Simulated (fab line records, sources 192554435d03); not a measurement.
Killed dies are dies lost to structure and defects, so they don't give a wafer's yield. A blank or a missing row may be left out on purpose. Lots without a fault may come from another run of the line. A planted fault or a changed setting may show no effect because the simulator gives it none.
Which tool did it? | flow n5_finfet | 12 lots, 33 wafers sampled, at 5 steps of a route of 1938

WHAT THE GAUGES READ, wafer by wafer
N5_BEOL_M8_OCD_MEAS_38.
lot  | measured     | on     | trench_depth_nm (nm)
L508 | day 12 04:50 | ocd-01 | 93.7 93.6 92.4
L507 | day 12 11:41 | ocd-02 | 93.3 93.6 94.4
L513 | day 13 01:37 | ocd-02 | 94.8 94.0 92.4
L516 | day 14 07:41 | ocd-01 | 93.7 92.7 93.6
L517 | day 14 09:29 | ocd-01 | 93.2 93.0 93.9
L518 | day 14 11:25 | ocd-01 | 94.5 94.0 92.8
L520 | day 15 13:59 | ocd-02 | 92.0 94.7 93.6
L521 | day 16 00:38 | ocd-02 | 94.0 94.1 94.8
L523 | day 16 00:48 | ocd-01 | 94.0 93.8
L524 | day 16 01:02 | ocd-01 | 93.1 93.6
L526 | day 17 11:49 | ocd-02 | 92.5 93.4
L528 | day 17 21:15 | ocd-01 | 92.4 91.8 91.9

N5_BEOL_M8_THK_MEAS_53: measures by xrf.
lot  | measured     | on            | M8_THK (nm)
L508 | day 12 07:17 | film_metro-01 | 80.8 82.2 80.5
L507 | day 12 14:26 | film_metro-02 | 81.1 82.5 83.0
L513 | day 13 05:44 | film_metro-02 | 81.8 81.6 79.4
L516 | day 14 09:55 | film_metro-01 | 81.9 79.9 80.6
L517 | day 14 13:06 | film_metro-01 | 79.1 81.0 81.9
L518 | day 14 15:31 | film_metro-01 | 80.8 81.9 81.9
L520 | day 15 15:56 | film_metro-02 | 78.9 82.2 81.2
L521 | day 16 03:14 | film_metro-01 | 79.4 79.8 79.5
L523 | day 16 03:46 | film_metro-01 | 78.7 79.0
L524 | day 16 03:58 | film_metro-01 | 81.2 80.3
L526 | day 17 15:55 | film_metro-02 | 81.3 82.2
L528 | day 18 01:32 | film_metro-02 | 79.4 78.5 78.9

WHICH TOOL RAN EACH LOT (tool, then ch and the chambers of the sampled wafers, then the start)
lot  | N5_BEOL_M8_ETCH_66                 | N5_BEOL_M8_ECD_50              | N5_BEOL_M8_CMP_52
L508 | rie_diel-06 ch 0,1,2, day 12 04:29 | ecd_cu-02 ch 0,1, day 12 06:36 | cmp-04 ch 0,3, day 12 07:01
L507 | rie_diel-01 ch 0,1,2, day 12 11:20 | ecd_cu-02 ch 0,1, day 12 13:32 | cmp-02 ch 0,2,3, day 12 14:08
L513 | rie_diel-01 ch 1,2,3, day 13 01:16 | ecd_cu-01 ch 0,1, day 13 04:28 | cmp-02 ch 0,1,3, day 13 05:27
L516 | rie_diel-01 ch 2,3, day 14 07:20   | ecd_cu-02 ch 0,1, day 14 09:11 | cmp-04 ch 2,3, day 14 09:37
L517 | rie_diel-06 ch 1,2,3, day 14 09:08 | ecd_cu-01 ch 1, day 14 12:13   | cmp-02 ch 0,2, day 14 12:50
L518 | rie_diel-01 ch 1,2, day 14 11:04   | ecd_cu-02 ch 0,1, day 14 14:40 | cmp-02 ch 0,1,2, day 14 15:15
L520 | rie_diel-04 ch 1,2, day 15 13:38   | ecd_cu-01 ch 0,1, day 15 15:14 | cmp-02 ch 0,3, day 15 15:38
L521 | rie_diel-06 ch 1,3, day 16 00:17   | ecd_cu-01 ch 0,1, day 16 02:24 | cmp-04 ch 0,1, day 16 02:59
L523 | rie_diel-01 ch 1, day 16 00:27     | ecd_cu-01 ch 0, day 16 02:38   | cmp-04 ch 2, day 16 03:31
L524 | rie_diel-06 ch 2,3, day 16 00:41   | ecd_cu-01 ch 0, day 16 02:43   | cmp-01 ch 0,3, day 16 03:40
L526 | rie_diel-04 ch 2,3, day 17 11:28   | ecd_cu-01 ch 1, day 17 15:07   | cmp-02 ch 1,3, day 17 15:37
L528 | rie_diel-06 ch 1,2,3, day 17 20:56 | ecd_cu-02 ch 0,1, day 17 23:03 | cmp-04 ch 0,3, day 18 01:17
- N5_BEOL_M8_ETCH_66: etches SOC in N2/H2, target depth 80 nm, overetch 16 nm, time 120 s.
- N5_BEOL_M8_ECD_50: material Cu, target thk 300 nm.
- N5_BEOL_M8_CMP_52: polishes, stops on SiCOH lowk, t overpolish 6.9 s, target thk 80 nm.

WHAT THE TOOLS THEMSELVES READ (means of the sampled wafers that have a number; where no wafer has one, the mark that the record gives instead)
N5_BEOL_M8_ETCH_66.
lot  | tool        | drypump_motor_current_A (A) | h2_flow_sccm (sccm) | oes_product_au (a.u.) | rf_vpp_V (V) | showerhead_plenum_p_Torr (Torr) | throttle_valve_pct (%)
L508 | rie_diel-06 | 5.6                         | 200.5               | 0.57                  | 524.8        | 2.57                            | 17.93
L507 | rie_diel-01 | 5.9                         | 199.7               | 0.62                  | 524.4        | 2.56                            | 17.89
L513 | rie_diel-01 | 5.9                         | 199.8               | 0.60                  | 522.4        | 2.52                            | 17.91
L516 | rie_diel-01 | 5.8                         | 200.7               | 0.57                  | 522.7        | 2.50                            | 17.99
L517 | rie_diel-06 | 5.6                         | 200.2               | 0.57                  | 524.8        | 2.57                            | 17.86
L518 | rie_diel-01 | 6.1                         | 200.1               | 0.60                  | 522.3        | 2.48                            | 17.92
L520 | rie_diel-04 | 5.4                         | 200.6               | 0.67                  | 524.0        | 2.58                            | 17.87
L521 | rie_diel-06 | 5.8                         | 200.0               | 0.58                  | 524.7        | 2.54                            | 17.91
L523 | rie_diel-01 | 5.8                         | 200.1               | 0.59                  | 524.0        | 2.55                            | 17.87
L524 | rie_diel-06 | 5.5                         | 198.9               | 0.54                  | 523.8        | 2.56                            | 17.88
L526 | rie_diel-04 | 6.0                         | 200.1               | 0.61                  | 526.4        | 2.60                            | 17.87
L528 | rie_diel-06 | 5.6                         | 200.7               | 0.55                  | 524.2        | 2.55                            | 17.91

N5_BEOL_M8_CMP_52.
lot  | tool   | head_pressure_psi (psi) | motor_current_A (A) | time_to_endpoint_s (s)
L508 | cmp-04 | 0.9999                  | 6.18                | 67.2
L507 | cmp-02 | 0.9992                  | 5.75                | 64.6
L513 | cmp-02 | 1.0008                  | 5.71                | 63.6
L516 | cmp-04 | 0.9996                  | 5.99                | 61.1
L517 | cmp-02 | 0.9995                  | 6.00                | 60.5
L518 | cmp-02 | 0.9971                  | 5.92                | 58.7
L520 | cmp-02 | 1.0006                  | 5.95                | 64.2
L521 | cmp-04 | 1.0019                  | 6.17                | 60.8
L523 | cmp-04 | 0.9984                  | 5.80                | 69.7
L524 | cmp-01 | 1.0014                  | 5.62                | 84.0
L526 | cmp-02 | 0.9993                  | 5.82                | 75.2
L528 | cmp-04 | 1.0017                  | 6.18                | 62.5

THE ANSWER, worked out from the rows above alone
Rule: what is usual is taken from the lots themselves. Put in order of their means at a reading, lots are off if they are a third of the lots or fewer, leave a main group of 4 or more, and stand apart from it by a gap of 3 or more times the standard deviation of the main group's means; of several such gaps the widest counts. A main group whose means are all the same, to the digits that the tables above print for the reading, isn't used. A lot without any number at a reading at which 4 lots or more have one is off too. The other lots that the step has rows for count as sound. The gauges are gone through in route order, then the tools' own readings, and for those a lot's mean is taken as printed above. The first step at which some lot is off is used, and at that step the reading that is off furthest; a lot without a number counts as furthest.
No lot is off at any reading shown: from this, nothing can be told.

WHAT THE SIMULATOR HAD PUT IN
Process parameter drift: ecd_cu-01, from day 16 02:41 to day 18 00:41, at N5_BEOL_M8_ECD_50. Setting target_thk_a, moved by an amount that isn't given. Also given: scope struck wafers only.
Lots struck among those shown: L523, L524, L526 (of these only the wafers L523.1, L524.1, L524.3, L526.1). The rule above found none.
